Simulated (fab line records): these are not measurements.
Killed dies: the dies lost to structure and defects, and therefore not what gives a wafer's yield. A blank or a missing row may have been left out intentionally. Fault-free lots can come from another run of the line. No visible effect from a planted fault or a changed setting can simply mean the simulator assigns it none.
The tool behind it: which one?	flow n5_finfet	7 lots, 21 wafers sampled, at 8 steps of a route of 1938

## WHAT EACH GAUGE READ, for each wafer
N5_BEOL_M14_CD_MEAS_28 targets a cd of 284.4 nm.
lot	measured	on	cd_nm (nm)
L857	day 11 10:43	cd_sem-02	281.3 279.7 284.2
L858	day 11 16:14	cd_sem-02	283.8 284.2 281.0
L859	day 11 16:38	cd_sem-01	284.8 281.7 281.8
L863	day 13 00:14	cd_sem-01	283.0 285.3 284.9
L871	day 15 01:42	cd_sem-02	280.6 279.4 281.2
L875	day 15 23:04	cd_sem-03	286.1 284.1 285.4
L876	day 16 08:23	cd_sem-03	285.5 286.1 285.7

N5_BEOL_M14_OCD_MEAS_35.
lot	measured	on	trench_depth_nm (nm)
L857	day 11 11:25	ocd-01	554 550 561
L858	day 11 17:00	ocd-01	557 544 543
L859	day 11 17:35	ocd-02	649 658 542
L863	day 13 01:01	ocd-01	559 564 553
L871	day 15 02:26	ocd-01	556 557 561
L875	day 15 23:46	ocd-02	559 556 549
L876	day 16 09:10	ocd-02	569 559 557

N5_BEOL_M14_THK_MEAS_50: measures by xrf.
lot	measured	on	M14_THK (nm)
L857	day 11 19:13	film_metro-01	541 540 551
L858	day 11 19:37	film_metro-01	545 534 534
L859	day 11 21:40	film_metro-02	629 640 529
L863	day 13 02:40	film_metro-02	538 542 534
L871	day 15 06:35	film_metro-02	541 543 548
L875	day 16 03:02	film_metro-01	546 544 539
L876	day 16 11:10	film_metro-01	555 544 545

N5_BEOL_M14_RS_MEAS_54: a four-point-probe measurement.
lot	measured	on	M14_RS (ohm/sq)
L857	day 11 19:21	film_metro-01	0.0334 0.0338 0.0330
L858	day 11 19:47	film_metro-01	0.0332 0.0342 0.0342
L859	day 11 21:47	film_metro-02	0.0284 0.0279 0.0340
L863	day 13 02:47	film_metro-02	0.0332 0.0327 0.0334
L871	day 15 06:43	film_metro-01	0.0334 0.0334 0.0330
L875	day 16 03:10	film_metro-02	0.0331 0.0332 0.0337
L876	day 16 11:18	film_metro-01	0.0326 0.0333 0.0333

N5_BEOL_M15_RC_MEAS_101.
lot	measured	on	COMB_M10 (S/m)	COMB_M11 (S/m)	COMB_M12 (S/m)	COMB_M13 (S/m)	COMB_M15 (S/m)	COMB_M5 (S/m)	COMB_M6 (S/m)	COMB_M7 (S/m)	COMB_M8 (S/m)	COMB_M9 (S/m)	SERP_M10 (ohm/um)	SERP_M11 (ohm/um)	SERP_M12 (ohm/um)	SERP_M13 (ohm/um)	SERP_M14 (ohm/um)	SERP_M14_max_site (ohm/um)	SERP_M5 (ohm/um)	SERP_M6 (ohm/um)	SERP_M7 (ohm/um)	SERP_M8 (ohm/um)	SERP_M9 (ohm/um)	SERP_M9_max_site (ohm/um)
L857	day 12 00:30	prober-02	1.33e-11 1.6e-11 1.81e-11	1.53e-11 1.68e-11 8.8e-12	7.7e-12 6.6e-12 5e-12	4.9e-12 4.9e-12 5.3e-12	1.8e-12 1.8e-12 1.5e-12	4.1e-11 4e-11 2.9e-11	2.1e-11 2.4e-11 2.3e-11	2.3e-11 2e-11 2.6e-11	2.3e-11 2.1e-11 1.9e-11	1.6e-11 1.22e-11 1.27e-11	3.07 3.14 3.01	3.19 2.98 3.06	0.625 0.597 0.640	0.306 0.305 0.315	0.164 0.166 0.157	0.166 0.169 0.159	38.4 39.5 38.3	13.8 13.4 13.3	13.2 14.3 13.4	13.5 13.5 14.0	3.07 3.05 3.02	3.14 3.16 3.06
L858	day 12 01:11	prober-01	1.48e-11 1.4e-11 1.71e-11	1.45e-11 1.13e-11 8e-12	9.4e-12 5.1e-12 1.09e-11	5.1e-12 6.6e-12 5.9e-12	2.8e-12 2.7e-12 2.7e-12	3.3e-11 3e-11 3.7e-11	2.2e-11 3e-11 2.8e-11	3.2e-11 3e-11 2.5e-11	3.2e-11 3.1e-11 3.1e-11	1.78e-11 1.84e-11 2.1e-11	3.09 3.05 3.12	3.02 3.20 3.16	0.675 0.669 0.680	0.313 0.316 0.316	0.158 0.166 0.167	0.162 0.167 0.171	38.6 37.7 36.5	14.7 14.3 14.0	15.0 14.5 14.6	13.6 14.0 13.5	3.17 3.23 3.19	3.20 3.34 3.28
L859	day 12 03:44	prober-02	1.4e-11 1.53e-11 1.12e-11	1.48e-11 1.24e-11 1.24e-11	4.7e-12 6.6e-12 8.9e-12	5.9e-12 5.4e-12 7.6e-12	2.6e-12 2.4e-12 2.5e-12	3.7e-11 2.9e-11 3.1e-11	2.2e-11 3.5e-11 2.7e-11	2.6e-11 2.4e-11 2.5e-11	2.5e-11 2.3e-11 1.5e-11	1.82e-11 1.49e-11 1.65e-11	2.97 3.08 3.16	3.08 3.07 3.04	0.644 0.645 0.653	0.310 0.313 0.309	0.136 0.136 0.166	0.139 0.138 0.169	40.8 39.7 40.9	13.6 13.9 13.1	14.0 15.2 14.5	13.4 13.2 13.3	3.20 3.14 3.07	3.27 3.28 3.17
L863	day 13 16:01	prober-02	8.6e-12 1.48e-11 1.44e-11	1.56e-11 1.57e-11 1.63e-11	5e-12 6e-12 6.2e-12	3.7e-12 4.3e-12 3.9e-12	2.2e-12 1.6e-12 2.4e-12	4.6e-11 5.7e-11 6.2e-11	2.1e-11 2.3e-11 2.5e-11	3.2e-11 3.4e-11 2.8e-11	2.5e-11 2.5e-11 2.6e-11	1.15e-11 1.15e-11 9.2e-12	3.16 2.99 3.12	3.10 3.07 3.09	0.635 0.628 0.638	0.310 0.309 0.304	0.159 0.158 0.158	0.160 0.160 0.161	39.4 43.8 38.6	12.8 14.2 13.1	13.9 14.5 14.0	14.2 13.6 14.0	3.13 3.18 3.12	3.21 3.23 3.19
L871	day 15 13:29	prober-01	1.57e-11 1.68e-11 1.67e-11	1.34e-11 1.29e-11 1.25e-11	8.6e-12 8.2e-12 6e-12	5.4e-12 5.4e-12 4.7e-12	2.8e-12 2.6e-12 2.5e-12	3.5e-11 3.6e-11 2.8e-11	2.9e-11 2.6e-11 2.1e-11	2e-11 3.8e-11 2.9e-11	1.7e-11 2.6e-11 2.6e-11	1.84e-11 1.58e-11 2.23e-11	3.27 3.13 3.05	3.15 2.98 3.18	0.629 0.653 0.657	0.308 0.294 0.315	0.164 0.163 0.162	0.165 0.166 0.164	40.9 38.5 41.7	13.7 14.4 13.6	14.4 13.4 14.0	13.6 14.9 13.8	3.20 3.17 3.05	3.28 3.21 3.14
L875	day 16 08:03	prober-01	1.42e-11 1.46e-11 1.47e-11	1.05e-11 1.17e-11 1.54e-11	7.5e-12 8.1e-12 6.6e-12	6.4e-12 5.6e-12 4e-12	2.6e-12 3.1e-12 2.8e-12	2.9e-11 2.8e-11 2.5e-11	3e-11 2.6e-11 3e-11	2.7e-11 1.9e-11 2.8e-11	2.5e-11 2.3e-11 3e-11	1.53e-11 1.48e-11 1.51e-11	2.94 3.06 3.09	3.16 3.17 3.21	0.647 0.646 0.635	0.295 0.308 0.297	0.158 0.158 0.159	0.159 0.160 0.162	35.1 38.5 34.0	13.8 13.3 14.1	13.0 12.1 13.7	13.9 14.2 13.2	2.99 3.04 3.10	3.11 3.25 3.22
L876	day 16 17:21	prober-01	2.07e-11 1.68e-11 1.42e-11	1.65e-11 1.78e-11 1.69e-11	5.5e-12 5.3e-12 6.3e-12	4.9e-12 5.5e-12 4.2e-12	2.4e-12 2.6e-12 4.6e-12	2.5e-11 2.9e-11 3.1e-11	2e-11 2.1e-11 2.6e-11	2e-11 2.5e-11 2.2e-11	3.4e-11 2.9e-11 3.4e-11	1.93e-11 1.53e-11 1.48e-11	3.00 3.03 3.05	3.09 2.92 3.18	0.635 0.623 0.633	0.311 0.311 0.313	0.156 0.160 0.161	0.158 0.163 0.162	38.9 39.1 37.1	13.9 13.0 13.3	13.9 13.8 14.1	13.0 13.0 14.1	3.31 3.12 3.14	3.36 3.19 3.17

## WHICH TOOL RAN EACH LOT (tool, then ch and the chambers of the sampled wafers, then the start)
lot	N5_BEOL_M14_STRIP_63	N5_BEOL_M14_TRENCH_ETCH_34	N5_BEOL_M14_SPUTTER_43
L857	rie_diel-03 ch 0,1, day 11 10:43 or earlier	rie_diel-03 ch 0,2,3, day 11 11:16	pvd_sputter-02, day 11 18:00
L858	rie_diel-04 ch 1,2,3, day 11 16:14 or earlier	rie_diel-03 ch 0,3, day 11 16:50	pvd_sputter-02, day 11 18:22
L859	rie_diel-02 ch 0,1,2, day 11 16:38 or earlier	rie_diel-03 ch 0,1, day 11 17:25	pvd_sputter-02, day 11 20:36
L863	rie_diel-02 ch 1,2, day 13 00:14 or earlier	rie_diel-02 ch 1,3, day 13 00:52	pvd_sputter-01, day 13 01:31
L871	rie_diel-02 ch 0,2,3, day 15 01:42 or earlier	rie_diel-02 ch 0,1,3, day 15 02:17	pvd_sputter-01, day 15 05:32
L875	rie_diel-02 ch 0,2,3, day 15 23:04 or earlier	rie_diel-02 ch 0,1, day 15 23:37	pvd_sputter-03, day 16 01:59
L876	rie_diel-04 ch 0,1,2, day 16 08:23 or earlier	rie_diel-04 ch 0,1, day 16 09:00	pvd_sputter-03, day 16 09:53
- N5_BEOL_M14_STRIP_63: strips in O2.
- N5_BEOL_M14_TRENCH_ETCH_34: etches SiO2 in C4F8/O2/Ar, target depth 556.65 nm, time 126.9 s.
- N5_BEOL_M14_SPUTTER_43: material TaN, target thk 15 nm, time 24.19 s.

## WHAT THE TOOLS THEMSELVES READ (means of the sampled wafers that have a number; where no wafer has one, the mark that the record gives instead)
N5_BEOL_M14_STRIP_63.
lot	tool	drypump_motor_current_A (A)	oes_product_au (a.u.)	rf_vpp_V (V)	showerhead_plenum_p_Torr (Torr)	temp_c (C)	throttle_valve_pct (%)
L857	rie_diel-03	5.8	0.83	4.2	2.06	60.06	16.79
L858	rie_diel-04	5.8	0.82	3.1	2.09	60.08	16.67
L859	rie_diel-02	5.5	0.80	4.1	2.02	59.91	16.65
L863	rie_diel-02	5.5	0.83	3.2	2.04	60.14	16.46
L871	rie_diel-02	5.2	0.84	4.3	2.15	59.95	16.62
L875	rie_diel-02	5.1	0.84	4.4	2.15	59.92	16.63
L876	rie_diel-04	5.3	0.87	3.4	2.07	60.02	16.57

N5_BEOL_M14_TRENCH_ETCH_34.
lot	tool	drypump_motor_current_A (A)	oes_product_au (a.u.)	rf_vpp_V (V)	showerhead_plenum_p_Torr (Torr)	throttle_valve_pct (%)
L857	rie_diel-03	5.8	0.76	2264	3.43	30.9
L858	rie_diel-03	5.5	0.76	2228	3.49	31.0
L859	rie_diel-03	5.8	0.84	2277	3.35	31.0
L863	rie_diel-02	6.0	0.87	2235	3.44	30.4
L871	rie_diel-02	5.6	0.86	2248	3.54	30.7
L875	rie_diel-02	5.5	0.87	2241	3.55	30.8
L876	rie_diel-04	5.3	0.87	2256	3.39	30.8

N5_BEOL_M14_SPUTTER_43.
lot	tool	throttle_valve_pct (%)
L857	pvd_sputter-02	30.7
L858	pvd_sputter-02	30.0
L859	pvd_sputter-02	30.7
L863	pvd_sputter-01	29.7
L871	pvd_sputter-01	29.9
L875	pvd_sputter-03	29.8
L876	pvd_sputter-03	30.4

## THE ANSWER, worked out from the rows above alone
Rule: what is usual is taken from the lots themselves. The widest of any qualifying gaps counts: lots, ordered by their means at a reading, are off when they make up no more than a third of the lots, leave a main group of 4 or more, and stand apart from it by 3 or more times the standard deviation of that group's means. A main group is skipped when, at the precision printed for the reading in the tables above, its means are all equal. Also off: a lot with no number at a reading for which 4 or more lots have one. The other lots that the step has rows for count as sound. Order of review: gauges by route order, followed by the tools' own readings, for which a lot's mean as printed above is used. At the first step where some lot is off, the reading lying furthest off is the one used; lots without a number count as furthest.
Off: L859, at N5_BEOL_M14_OCD_MEAS_35 (trench_depth_nm). The main group: mean 556 nm, standard deviation 4.3.
A tool fits if, at a process step before that reading, it ran every lot that is off, and no sound lot after the first of them. The gauges at N5_BEOL_M14_OCD_MEAS_35 aren't tried: what is off there is off at N5_BEOL_M14_THK_MEAS_50 too, on other tools, and a gauge's error can't cause that. N5_BEOL_M14_STRIP_63 gives no start for some lots, so the hours and the order of its lots are those of N5_BEOL_M14_CD_MEAS_28. One fits: N5_BEOL_M14_TRENCH_ETCH_34 on rie_diel-03. A fault onset in the window from L858 (day 11 16:50, its last sound lot) to L859 (day 11 17:25, its first lot off) fits.

## WHAT THE SIMULATOR HAD PUT IN
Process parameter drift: rie_diel-03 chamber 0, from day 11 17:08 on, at N5_BEOL_M14_TRENCH_ETCH_34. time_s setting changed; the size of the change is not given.
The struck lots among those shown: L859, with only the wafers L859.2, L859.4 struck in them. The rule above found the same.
